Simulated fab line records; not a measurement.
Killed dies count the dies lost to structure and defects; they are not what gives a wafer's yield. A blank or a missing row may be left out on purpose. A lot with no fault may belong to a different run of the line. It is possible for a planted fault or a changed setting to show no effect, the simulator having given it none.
fab line records	flow nandHarc
record lots=24	wafers=72	lastDay=25
route steps=1159 shown P_ZERO_WELL@44 P_GATE@150 P_CONTACT@219 P_M0@273
lots that met no fault: from a run of the same line without faults
startH: the number of hours between the record's first day and the start of the first shown wafer of the lot	waitH: hours since the lot's step before	" as in the row above	L1.1+2: a single row standing in for several wafers	- either no value or no given start	* or withheld: withheld	< > ~ a bound
route shown NAME@n: a module of which the file shows steps, and the number in the route of the first	usual: mean and standard deviation over wafers with no fault	same: alike in all rows	chamber/n: place in a boat	sites: per-site readings	_std_site: the values' standard deviation	_edge_site: the outer-site mean with the inner-site mean subtracted	radiusMm: for every site, how far away it sits from the centre of the wafer	mask NAME#n: copy n	behind: the most recent tool/chamber to have shaped the wafer	hold: reason for holding the lot/hours on hold/outcome of the hold	device: transistor that didn't switch, given as n, p or np	end of line: the route-end tests of the same wafers	a step without rows: its recipe alone	killed: count of dies lost to structure and defects at first sort (not the wafer's yield)	map: the dies of a wafer, with x for killed, . for not killed, _ for no die there
set.NAME: the setting as run; set.NAME@STEP: as run at that earlier step	model.NAME: the simulator's own value behind a step, which no gauge read
a sample of lots followed through the steps of the route, with each step as a table and each wafer as a row
services: from which hour (startH, from the record's first day; less than 0 if before it) a tool's chamber was out of use, for how many hours, and why
## steps
# step NHARC_P_ZERO_WELL_CD_MEAS_37
# recipe targetCdNm=720	landingEnergyEv=500
# usual cdNm=719/3.4
lot.wafer	tool	chamber	startH	waitH	cdNm
L074.1	cdSem-01	0	15.91	-	718
L074.2	"	0	"	"	724
L074.3	"	0	"	"	717
L075.2	cdSem-03	0	22.48	-	726
L075.3	"	0	"	"	719
L075.4	"	0	"	"	722
L076.2	cdSem-02	0	28.11	-	717
L076.5	"	0	"	"	719
L076.6	"	0	"	"	716
L077.1	cdSem-01	0	34.12	-	716
L077.3	"	0	"	"	715
L077.4	"	0	"	"	720
L078.2	cdSem-02	0	39.84	-	725
L078.5	"	0	"	"	719
L078.6	"	0	"	"	720
L079.1	cdSem-01	0	46.10	-	714
L079.4	"	0	"	"	713
L079.6	"	0	"	"	717
L080.1	cdSem-03	0	51.86	-	718
L080.5	"	0	"	"	720
L080.6	"	0	"	"	719
L081.1	cdSem-01	0	58.23	-	724
L081.2	"	0	"	"	726
L081.5	"	0	"	"	726
L082.1	cdSem-02	0	64.14	-	719
L082.2	"	0	"	"	718
L082.5	"	0	"	"	717
L083.1	cdSem-03	0	70.11	-	717
L083.2	"	0	"	"	719
L083.5	"	0	"	"	719
L084.4	cdSem-01	0	76.11	-	720
L084.5	"	0	"	"	721
L084.6	"	0	"	"	721
L085.1	cdSem-03	0	82.28	-	715
L085.4	"	0	"	"	716
L085.6	"	0	"	"	719
L086.1	cdSem-03	0	88.01	-	715
L086.2	"	0	"	"	715
L086.6	"	0	"	"	714
L087.1	cdSem-03	0	94.10	-	720
L087.3	"	0	"	"	721
L087.5	"	0	"	"	725
L088.1	cdSem-02	0	100.12	-	716
L088.4	"	0	"	"	718
L088.5	"	0	"	"	721
L089.1	cdSem-01	0	106.13	-	719
L089.3	"	0	"	"	717
L089.6	"	0	"	"	718
L090.1	cdSem-01	0	112.11	-	719
L090.4	"	0	"	"	718
L090.6	"	0	"	"	722
L091.1	cdSem-03	0	118.19	-	717
L091.2	"	0	"	"	715
L091.3	"	0	"	"	719
L092.1	cdSem-01	0	124.22	-	723
L092.2	"	0	"	"	724
L092.6	"	0	"	"	719
L093.1	cdSem-01	0	130.21	-	723
L093.3	"	0	"	"	719
L093.6	"	0	"	"	722
L094.2	cdSem-01	0	136.31	-	721
L094.4	"	0	"	"	722
L094.5	"	0	"	"	723
L095.3	cdSem-02	0	142.11	-	715
L095.4	"	0	"	"	719
L095.5	"	0	"	"	717
L096.1	cdSem-02	0	148.11	-	712
L096.2	"	0	"	"	717
L096.6	"	0	"	"	713
L097.3	cdSem-01	0	154.11	-	726
L097.4	"	0	"	"	720
L097.6	"	0	"	"	720
# step NHARC_P_ZERO_WELL_DESCUM_54
# recipe timeS=3	o2FlowSccm=200	arFlowSccm=0	biasPowerW=0	chemistry=O2
# usual drypumpMotorCurrentA=5.81/0.27	oesProductAu=1.004/0.012	rfVppV=57.8/0.92	showerheadPlenumPTorr=1.94/0.086	throttleValvePct=11.311/0.009
lot.wafer	tool	chamber	startH	waitH	drypumpMotorCurrentA	oesProductAu	rfHoursCounterH	rfVppV	showerheadPlenumPTorr	throttleValvePct
L074.1	rieDiel-12	1	17.74	-	6.20	1.015	12	58.3	1.81	11.326
L074.3	"	2	"	"	6.10	1.008	12	57.5	1.92	11.310
L074.2	"	0	"	"	5.57	1.001	11	58.3	2.07	11.292
L075.3	rieDiel-13	2	24.33	-	5.40	1.016	5	57.8	1.99	11.317
L075.2	"	3	"	"	6.02	0.976	5	56.5	1.90	11.325
L075.4	"	0	"	"	5.85	1.005	5	57.7	1.96	11.311
L076.2	rieDiel-09	2	29.84	-	6.07	0.989	9	58.6	2.01	11.314
L076.6	"	3	"	"	5.79	0.988	-	58.5	1.96	11.312
L076.5	"	0	"	"	5.51	1.011	-	57.5	1.81	11.322
L077.1	rieDiel-12	3	35.82	-	5.59	1.026	0	58.8	2.00	11.312
L077.3	"	0	"	"	5.55	0.995	0	59.6	2.07	11.315
L077.4	"	0	"	"	5.56	1.001	-	58.0	2.07	11.298
L078.2	rieDiel-12	2	41.54	-	6.19	1.012	1	59.0	1.91	11.326
L078.5	"	0	"	"	5.56	1.001	-	57.4	2.07	11.311
L078.6	"	1	"	"	6.19	1.009	-	57.6	1.81	11.302
L079.4	rieDiel-09	1	47.91	-	5.74	1.008	11	58.9	2.00	11.301
L079.1	"	2	"	"	6.02	0.978	11	58.0	2.00	11.320
L079.6	"	1	"	"	5.75	0.991	-	58.7	2.00	11.315
L080.1	rieDiel-09	1	53.74	-	5.75	1.000	11	57.6	2.00	11.311
L080.6	"	3	"	"	5.84	1.007	-	57.9	1.96	11.314
L080.5	"	0	"	"	5.51	1.010	-	57.7	1.80	11.306
L081.2	rieDiel-12	3	60.05	-	5.60	1.023	2	58.6	2.00	11.315
L081.1	"	1	"	"	6.20	1.010	1	57.8	1.81	11.315
L081.5	"	3	"	"	5.61	1.026	-	56.6	2.00	11.316
L082.2	rieDiel-12	0	65.95	-	5.55	1.002	2	59.2	2.07	11.311
L082.1	"	1	"	"	6.18	1.003	1	58.6	1.81	11.316
L082.5	"	0	"	"	5.55	1.013	-	58.6	2.07	11.315
L083.1	rieDiel-12	0	71.90	-	5.54	0.997	2	58.5	2.07	11.332
L083.2	"	3	"	"	5.59	1.019	2	56.7	2.00	11.314
L083.5	"	0	"	"	5.54	0.997	-	58.2	2.07	11.321
L084.4	rieDiel-12	3	77.80	-	5.59	1.019	3	60.3	2.00	11.316
L084.5	"	1	"	"	6.19	1.010	-	56.8	1.81	11.304
L084.6	"	2	"	"	6.13	1.008	-	56.6	1.91	11.302
L085.4	rieDiel-12	1	84.00	-	6.20	1.018	3	57.3	1.81	11.309
L085.1	"	3	"	"	5.59	1.031	4	58.4	2.00	11.315
L085.6	"	1	"	"	6.23	1.009	-	58.3	1.81	11.332
L086.1	rieDiel-13	1	89.71	-	5.60	0.990	11	57.7	1.89	11.326
L086.2	"	2	"	"	5.34	1.011	12	57.2	1.99	11.323
L086.6	"	2	"	"	5.35	1.021	-	58.1	1.99	11.315
L087.3	rieDiel-09	1	95.82	-	5.78	1.011	0	58.6	2.00	11.324
L087.1	"	2	"	"	6.06	0.999	0	58.7	2.00	11.308
L087.5	"	0	"	"	5.51	0.999	-	58.8	1.80	11.303
L088.4	rieDiel-09	2	101.79	-	6.06	0.991	1	58.4	2.00	11.300
L088.1	"	1	"	"	5.74	0.989	1	60.0	2.00	11.313
L088.5	"	3	"	"	5.79	0.982	-	57.3	1.95	11.312
L089.1	rieDiel-13	2	109.93	-	5.40	0.995	0	59.5	1.99	11.315
L089.3	"	3	"	"	6.03	0.992	0	59.7	1.90	11.307
L089.6	"	1	"	"	5.64	1.003	-	58.1	1.89	11.302
L090.4	rieDiel-13	0	113.92	-	5.86	0.985	1	58.9	1.96	11.313
L090.1	"	2	"	"	5.40	1.002	0	58.3	1.99	11.312
L090.6	"	1	"	"	5.61	1.008	-	58.1	1.89	11.312
L091.3	rieDiel-12	3	120.02	-	5.59	1.023	7	57.2	2.00	11.317
L091.2	"	0	"	"	5.54	0.992	8	57.5	2.07	11.325
L091.1	"	1	"	"	6.18	1.012	7	56.6	1.80	11.315
L092.1	rieDiel-12	2	125.93	-	6.14	0.995	7	55.7	1.91	11.310
L092.2	"	1	"	"	6.19	1.013	7	56.9	1.80	11.310
L092.6	"	1	"	"	6.20	1.024	-	56.7	1.80	11.305
L093.1	rieDiel-12	2	131.88	-	6.12	1.007	7	57.5	1.91	11.314
L093.3	"	1	"	"	6.17	1.017	7	58.3	1.80	11.287
L093.6	"	2	"	"	6.15	1.003	-	57.7	1.91	11.299
L094.2	rieDiel-13	3	138.00	-	6.02	1.007	1	58.5	1.90	11.315
L094.4	"	1	"	"	5.60	1.011	1	59.3	1.89	11.316
L094.5	"	2	"	"	5.37	1.008	-	57.1	1.99	11.305
L095.3	rieDiel-12	1	143.91	-	6.17	1.006	7	58.3	1.80	11.328
L095.4	"	0	"	"	5.58	0.997	9	57.2	2.07	11.319
L095.5	"	2	"	"	6.12	0.992	-	59.3	1.91	11.306
L096.2	rieDiel-09	0	149.78	-	5.50	0.985	5	56.4	1.80	11.299
L096.1	"	2	"	"	6.05	1.000	5	56.3	2.00	11.311
L096.6	"	1	"	"	5.75	1.000	-	57.2	2.00	11.307
L097.4	rieDiel-09	0	155.91	-	5.52	1.008	5	57.2	1.80	11.309
L097.3	"	2	"	"	6.07	1.009	6	57.7	2.00	11.303
L097.6	"	1	"	"	5.74	1.008	-	58.3	2.00	11.285
# step NHARC_P_GATE_STRIP_108
# recipe o2FlowSccm=500	arFlowSccm=0	biasW=0	chemistry=O2
# usual drypumpMotorCurrentA=5.8/0.39	oesProductAu=1.000/0.012	rfVppV=57.9/0.91	showerheadPlenumPTorr=3.54/0.095	throttleValvePct=17.037/0.0085
lot.wafer	tool	chamber	startH	waitH	drypumpMotorCurrentA	oesProductAu	rfHoursCounterH	rfVppV	showerheadPlenumPTorr	throttleValvePct
L074.3	rieDiel-02	3	95.13	-	6.2	1.014	42	57.4	3.57	17.022
L074.1	"	1	"	"	6.0	1.011	41	59.2	3.68	17.046
L074.2	"	2	"	"	5.9	1.009	35	59.8	3.42	17.027
L075.3	rieDiel-05	3	95.65	-	5.8	1.007	16	56.3	3.63	17.047
L075.4	"	0	"	"	5.9	0.989	17	56.8	3.59	17.031
L075.2	"	2	"	"	6.2	1.002	18	57.7	3.47	17.030
L076.2	rieDiel-08	3	103.58	-	5.3	0.987	35	59.1	3.66	17.027
L076.5	"	3	"	"	5.3	0.982	-	59.4	3.66	17.029
L076.6	"	0	"	"	6.1	0.987	-	57.2	3.37	17.029
L077.3	rieDiel-05	2	106.96	-	6.1	1.000	21	55.7	3.47	17.033
L077.1	"	3	"	"	5.7	1.004	20	59.8	3.62	17.021
L077.4	"	0	"	"	5.9	0.993	20	57.5	3.58	17.032
L078.2	rieDiel-05	2	107.23	-	6.1	1.002	21	57.6	3.47	17.034
L078.5	"	2	"	"	6.1	0.995	-	57.5	3.47	17.033
L078.6	"	3	"	"	5.7	0.993	-	57.8	3.62	17.037
L079.4	rieDiel-08	0	122.21	-	6.1	0.989	61	57.8	3.37	17.038
L079.1	"	1	"	"	5.1	0.996	59	58.1	3.47	17.043
L079.6	"	0	"	"	6.1	0.991	-	56.1	3.37	17.046
L081.1	rieDiel-02	1	132.42	-	6.0	1.005	54	59.0	3.68	17.048
L081.2	"	3	"	"	6.2	1.027	56	56.4	3.56	17.039
L081.5	"	1	"	"	6.0	1.008	-	57.1	3.67	17.023
L080.1	rieDiel-05	3	133.22	-	5.7	0.998	25	56.8	3.62	17.037
L080.5	"	1	"	"	5.8	1.019	-	57.9	3.47	17.031
L080.6	"	2	"	"	6.2	1.002	-	59.0	3.46	17.042
L082.1	rieDiel-08	1	143.02	-	5.0	1.008	4	58.1	3.47	17.041
L082.2	"	2	"	"	5.9	0.999	5	57.1	3.66	17.038
L082.5	"	2	"	"	5.9	0.997	-	58.0	3.66	17.044
L083.2	rieDiel-05	3	143.40	-	5.7	1.005	26	58.2	3.62	17.052
L083.1	"	0	"	"	6.0	0.990	26	60.9	3.58	17.031
L083.5	"	0	"	"	6.0	0.990	-	59.3	3.58	17.041
L084.4	rieDiel-05	3	148.85	-	5.7	1.007	27	58.7	3.62	17.042
L084.6	"	2	"	"	6.1	1.007	-	57.4	3.46	17.044
L084.5	"	3	"	"	5.7	1.003	-	58.3	3.62	17.033
L086.2	rieDiel-08	1	165.86	-	5.0	1.005	13	58.5	3.46	17.037
L086.1	"	0	"	"	6.1	0.979	14	58.6	3.36	17.035
L086.6	"	2	"	"	5.9	1.002	-	57.6	3.65	17.030
L087.3	rieDiel-08	1	165.97	-	5.1	1.008	13	57.3	3.46	17.023
L087.1	"	0	"	"	6.1	0.975	14	58.1	3.36	17.040
L087.5	"	1	"	"	5.0	0.998	-	58.4	3.46	17.032
L085.4	rieDiel-02	2	166.20	-	5.9	1.019	3	56.4	3.41	17.038
L085.1	"	0	"	"	5.1	1.011	4	57.8	3.57	17.050
L085.6	"	2	"	"	5.9	1.009	-	57.8	3.41	17.039
L088.1	rieDiel-08	1	170.53	-	5.0	1.006	15	57.0	3.46	17.031
L088.4	"	3	"	"	5.3	0.984	-	58.6	3.65	17.038
L088.5	"	1	"	"	5.0	1.007	-	58.4	3.46	17.041
L090.1	rieDiel-02	2	186.42	-	5.9	0.990	11	55.5	3.41	17.035
L090.4	"	3	"	"	6.2	1.006	14	58.9	3.55	17.047
L090.6	"	0	"	"	5.1	0.987	-	57.6	3.56	17.046
L089.3	rieDiel-08	1	186.87	-	5.0	0.999	22	57.6	3.46	17.042
L089.1	"	0	"	"	6.1	0.988	23	58.4	3.36	17.034
L089.6	"	1	"	"	5.1	1.019	-	58.4	3.46	17.035
L091.2	rieDiel-05	3	193.42	-	5.8	1.026	5	57.6	3.62	17.046
L091.1	"	2	"	"	6.1	0.990	5	58.1	3.46	17.052
L091.3	"	3	"	"	5.7	1.025	-	57.5	3.62	17.040
L092.1	rieDiel-02	3	197.95	-	6.2	1.015	17	57.6	3.55	17.038
L092.2	"	0	"	"	5.1	1.001	16	57.2	3.56	17.045
L092.6	"	0	"	"	5.1	0.988	-	57.9	3.56	17.031
L093.3	rieDiel-05	0	204.83	-	5.9	0.994	6	58.3	3.58	17.033
L093.1	"	3	"	"	5.8	1.025	9	58.9	3.61	17.050
L093.6	"	2	"	"	6.1	0.992	-	59.8	3.46	17.042
L094.2	rieDiel-02	1	212.66	-	6.0	0.984	21	56.8	3.66	17.058
L094.4	"	3	"	"	6.2	1.013	24	59.4	3.54	17.045
L094.5	"	1	"	"	6.0	0.986	-	58.4	3.66	17.029
L095.4	rieDiel-05	3	212.80	-	5.7	1.015	11	58.6	3.61	17.042
L095.3	"	2	"	"	6.1	0.990	11	58.0	3.46	17.027
L095.5	"	0	"	"	6.0	0.985	-	57.3	3.58	17.030
L096.2	rieDiel-02	1	218.12	-	6.0	0.986	24	56.6	3.66	17.045
L096.1	"	3	"	"	6.2	1.009	25	56.9	3.54	17.044
L096.6	"	1	"	"	6.0	0.986	-	58.5	3.66	17.022
L097.3	rieDiel-02	3	229.44	-	6.2	1.003	29	58.1	3.54	17.046
L097.4	"	0	"	"	5.1	1.013	30	58.3	3.55	17.038
L097.6	"	2	"	"	5.9	0.990	-	57.3	3.40	17.051
# step NHARC_P_GATE_RTA_82
# recipe tempC=450	timeS=30
# usual lampPowerPct=4.07/0.23	wafer_temp_C_max=451.7/0.4
lot.wafer	tool	chamber	startH	waitH	lampPowerPct	wafer_temp_C_max
L074.1	rtpAnneal-01	0	114.68	-	4.29	451.5
L074.2	"	0	"	"	4.29	451.1
L074.3	"	0	"	"	4.28	451.6
L075.2	rtpAnneal-02	0	115.47	-	3.83	451.6
L075.3	"	0	"	"	3.83	452.4
L075.4	"	0	"	"	3.83	451.1
L076.2	rtpAnneal-02	0	121.54	-	3.82	452.7
L076.5	"	0	"	"	3.83	452.2
L076.6	"	0	"	"	3.82	452.0
L077.1	rtpAnneal-01	0	124.51	-	4.29	451.8
L077.3	"	0	"	"	4.29	452.4
L077.4	"	0	"	"	4.28	452.1
L078.2	rtpAnneal-01	0	124.76	-	4.29	451.4
L078.5	"	0	"	"	4.29	452.0
L078.6	"	0	"	"	4.28	452.4
L079.1	rtpAnneal-02	0	140.57	-	3.83	451.5
L079.4	"	0	"	"	3.82	451.9
L079.6	"	0	"	"	3.82	452.1
L081.1	rtpAnneal-02	0	150.00	-	3.82	452.0
L081.2	"	0	"	"	3.82	451.7
L081.5	"	0	"	"	3.82	452.2
L080.1	rtpAnneal-02	0	150.74	-	3.82	451.7
L080.5	"	0	"	"	3.83	451.4
L080.6	"	0	"	"	3.83	451.5
L083.1	rtpAnneal-01	0	160.60	-	4.29	452.0
L083.2	"	0	"	"	4.28	452.1
L083.5	"	0	"	"	4.29	451.5
L082.1	rtpAnneal-01	0	165.46	-	4.29	452.1
L082.2	"	0	"	"	4.29	452.2
L082.5	"	0	"	"	4.29	451.4
L084.4	rtpAnneal-01	0	166.94	-	4.29	452.0
L084.5	"	0	"	"	4.29	452.0
L084.6	"	0	"	"	4.29	451.5
L086.1	rtpAnneal-02	0	183.44	-	3.82	451.8
L086.2	"	0	"	"	3.82	451.4
L086.6	"	0	"	"	3.82	452.1
L087.1	rtpAnneal-02	0	183.73	-	3.83	451.2
L087.3	"	0	"	"	3.83	451.5
L087.5	"	0	"	"	3.82	451.9
L085.1	rtpAnneal-02	0	184.07	-	3.83	451.5
L085.4	"	0	"	"	3.82	451.4
L085.6	"	0	"	"	3.83	451.8
L088.1	rtpAnneal-02	0	189.50	-	3.83	451.2
L088.4	"	0	"	"	3.82	452.0
L088.5	"	0	"	"	3.82	451.4
L090.1	rtpAnneal-02	0	204.01	-	3.83	451.3
L090.4	"	0	"	"	3.83	451.5
L090.6	"	0	"	"	3.82	451.8
L089.1	rtpAnneal-01	0	204.36	-	4.29	452.0
L089.3	"	0	"	"	4.29	452.2
L089.6	"	0	"	"	4.29	451.7
L091.1	rtpAnneal-01	0	211.01	-	4.28	451.4
L091.2	"	0	"	"	4.29	450.7
L091.3	"	0	"	"	4.29	451.6
L092.1	rtpAnneal-01	0	215.65	-	4.29	451.8
L092.2	"	0	"	"	4.28	452.3
L092.6	"	0	"	"	4.27	452.1
L093.1	rtpAnneal-01	0	222.81	-	4.29	451.8
L093.3	"	0	"	"	4.29	451.2
L093.6	"	0	"	"	4.28	451.6
L094.2	rtpAnneal-01	0	230.18	-	4.29	451.6
L094.4	"	0	"	"	4.28	451.5
L094.5	"	0	"	"	4.28	451.9
L095.3	rtpAnneal-01	0	230.92	-	4.29	451.6
L095.4	"	0	"	"	4.28	451.9
L095.5	"	0	"	"	4.29	451.4
L096.1	rtpAnneal-01	0	235.63	-	4.28	451.5
L096.2	"	0	"	"	4.29	452.1
L096.6	"	0	"	"	4.28	452.1
L097.3	rtpAnneal-02	0	246.92	-	3.83	451.8
L097.4	"	0	"	"	3.82	451.6
L097.6	"	0	"	"	3.83	451.3
# step NHARC_P_CONTACT_CMP_01
# recipe targetThkNm=200	material=SiO2
# usual motorCurrentA=12.2/1.1
lot.wafer	tool	chamber	startH	waitH	motorCurrentA
L074.2	cmp-01	0	115.71	-	10.0
L074.3	"	1	"	"	12.0
L074.1	"	3	"	"	11.6
L075.4	cmp-04	0	116.41	-	10.8
L075.2	"	1	"	"	13.4
L075.3	"	3	"	"	12.0
L076.2	cmp-04	1	122.67	-	13.2
L076.6	"	2	"	"	13.4
L076.5	"	3	"	"	11.8
L077.3	cmp-01	2	125.49	-	11.8
L077.1	"	3	"	"	10.9
L077.4	"	1	"	"	12.2
L078.2	cmp-01	3	125.78	-	10.5
L078.6	"	0	"	"	10.6
L078.5	"	1	"	"	11.9
L079.4	cmp-02	0	141.71	-	11.8
L079.1	"	1	"	"	10.5
L079.6	"	1	"	"	11.3
L081.1	cmp-01	1	150.98	-	12.2
L081.2	"	0	"	"	11.2
L081.5	"	2	"	"	11.9
L080.1	cmp-04	2	151.74	-	14.6
L080.5	"	1	"	"	13.3
L080.6	"	2	"	"	14.8
L083.1	cmp-02	1	161.60	-	11.7
L083.2	"	2	"	"	12.5
L083.5	"	0	"	"	12.1
L082.1	cmp-02	3	166.46	-	14.4
L082.2	"	1	"	"	10.9
L082.5	"	3	"	"	14.2
L084.4	cmp-02	2	167.91	-	13.0
L084.5	"	3	"	"	14.1
L084.6	"	0	"	"	12.1
L086.2	cmp-04	2	184.62	-	13.5
L086.1	"	3	"	"	12.3
L086.6	"	2	"	"	13.8
L087.1	cmp-02	0	184.84	-	12.1
L087.3	"	1	"	"	12.0
L087.5	"	3	"	"	13.9
L085.1	cmp-04	1	185.13	-	13.7
L085.4	"	2	"	"	13.6
L085.6	"	1	"	"	13.2
L088.4	cmp-04	2	190.53	-	13.6
L088.1	"	0	"	"	10.6
L088.5	"	2	"	"	14.2
L090.4	cmp-01	2	205.01	-	12.0
L090.1	"	0	"	"	10.5
L090.6	"	1	"	"	12.8
L089.1	cmp-01	2	205.49	-	11.6
L089.3	"	3	"	"	10.7
L089.6	"	2	"	"	12.3
L091.1	cmp-04	0	212.01	-	11.4
L091.3	"	2	"	"	13.9
L091.2	"	3	"	"	12.1
L092.1	cmp-01	0	216.65	-	10.5
L092.2	"	2	"	"	12.4
L092.6	"	3	"	"	11.0
L093.1	cmp-01	3	223.91	-	11.0
L093.3	"	0	"	"	10.4
L093.6	"	2	"	"	11.4
L094.4	cmp-02	1	231.16	-	11.6
L094.2	"	3	"	"	13.8
L094.5	"	2	"	"	12.8
L095.3	cmp-04	0	231.86	-	11.4
L095.4	"	1	"	"	12.7
L095.5	"	3	"	"	12.6
L096.1	cmp-04	0	236.61	-	10.4
L096.2	"	2	"	"	13.7
L096.6	"	1	"	"	13.3
L097.4	cmp-04	0	247.96	-	10.7
L097.3	"	1	"	"	12.8
L097.6	"	2	"	"	13.7
# step NHARC_P_M0_PRE_CLEAN_29
# recipe timeS=30	tempC=280	gas=H2/He
# usual heaterPowerW=397/38
lot.wafer	tool	chamber	startH	waitH	heaterPowerW
L074.3	pvdSputter-03	-	-	-	356
L074.2	"	-	"	"	351
L074.1	"	-	"	"	434
L075.4	pvdSputter-03	-	-	-	366
L075.3	"	-	"	"	429
L075.2	"	-	"	"	365
L076.2	pvdSputter-03	-	-	-	368
L076.6	"	-	"	"	430
L076.5	"	-	"	"	354
L077.1	pvdSputter-02	-	-	-	432
L077.3	"	-	"	"	416
L077.4	"	-	"	"	436
L078.2	pvdSputter-03	-	-	-	352
L078.6	"	-	"	"	357
L078.5	"	-	"	"	441
L079.1	pvdSputter-02	-	-	-	350
L079.4	"	-	"	"	444
L079.6	"	-	"	"	439
L081.1	pvdSputter-02	-	-	-	418
L081.2	"	-	"	"	358
L081.5	"	-	"	"	419
L080.1	pvdSputter-02	-	-	-	431
L080.5	"	-	"	"	415
L080.6	"	-	"	"	436
L083.2	pvdSputter-02	-	-	-	453
L083.1	"	-	"	"	432
L083.5	"	-	"	"	419
L082.2	pvdSputter-02	-	-	-	416
L082.1	"	-	"	"	428
L082.5	"	-	"	"	412
L084.4	pvdSputter-03	-	-	-	364
L084.6	"	-	"	"	365
L084.5	"	-	"	"	434
L086.2	pvdSputter-02	-	-	-	432
L086.1	"	-	"	"	411
L086.6	"	-	"	"	423
L087.1	pvdSputter-01	-	-	-	435
L087.3	"	-	"	"	448
L087.5	"	-	"	"	403
L085.4	pvdSputter-03	-	-	-	436
L085.1	"	-	"	"	361
L085.6	"	-	"	"	350
L088.1	pvdSputter-01	-	-	-	403
L088.4	"	-	"	"	448
L088.5	"	-	"	"	432
L090.1	pvdSputter-02	-	-	-	357
L090.4	"	-	"	"	443
L090.6	"	-	"	"	362
L089.1	pvdSputter-03	-	-	-	359
L089.3	"	-	"	"	361
L089.6	"	-	"	"	346
L091.2	pvdSputter-03	-	-	-	347
L091.1	"	-	"	"	353
L091.3	"	-	"	"	363
L092.1	pvdSputter-03	-	-	-	350
L092.2	"	-	"	"	366
L092.6	"	-	"	"	358
L093.1	pvdSputter-03	-	-	-	363
L093.3	"	-	"	"	431
L093.6	"	-	"	"	361
L094.4	pvdSputter-02	-	-	-	428
L094.2	"	-	"	"	378
L094.5	"	-	"	"	406
L095.3	pvdSputter-01	-	-	-	394
L095.4	"	-	"	"	428
L095.5	"	-	"	"	410
L096.2	pvdSputter-03	-	-	-	437
L096.1	"	-	"	"	354
L096.6	"	-	"	"	353
L097.3	pvdSputter-03	-	-	-	373
L097.4	"	-	"	"	346
L097.6	"	-	"	"	352
## services
tool	chamber	startH	hours	kind
cmp-04	-	7.00	4.0	pm
rieDiel-05	-	20.32	0.8	repair
pvdSputter-03	-	22.31	0.9	repair
rieDiel-12	-	25.44	9.0	pm
pvdSputter-02	-	34.16	11.3	repair
rieDiel-12	1	34.46	3.2	repair
cmp-04	-	39.57	1.7	repair
pvdSputter-02	-	45.47	10.0	pm
rieDiel-12	0	93.46	2.9	repair
pvdSputter-03	-	102.06	10.0	pm
cmp-04	-	105.00	4.0	pm
pvdSputter-02	-	116.12	9.9	repair
rieDiel-12	0	123.20	4.1	repair
cmp-04	-	125.14	0.7	repair
rieDiel-12	1	132.49	7.5	repair
rieDiel-05	1	140.06	5.8	repair
cmp-04	-	141.47	1.0	repair
cmp-04	-	148.04	2.2	repair
pvdSputter-03	-	156.51	1.5	repair
rieDiel-05	-	163.69	9.0	pm
rieDiel-12	0	163.84	3.2	repair
cmp-04	-	201.08	4.0	repair
rieDiel-12	-	202.44	9.0	pm
cmp-04	-	212.70	1.4	repair
## key
fault none
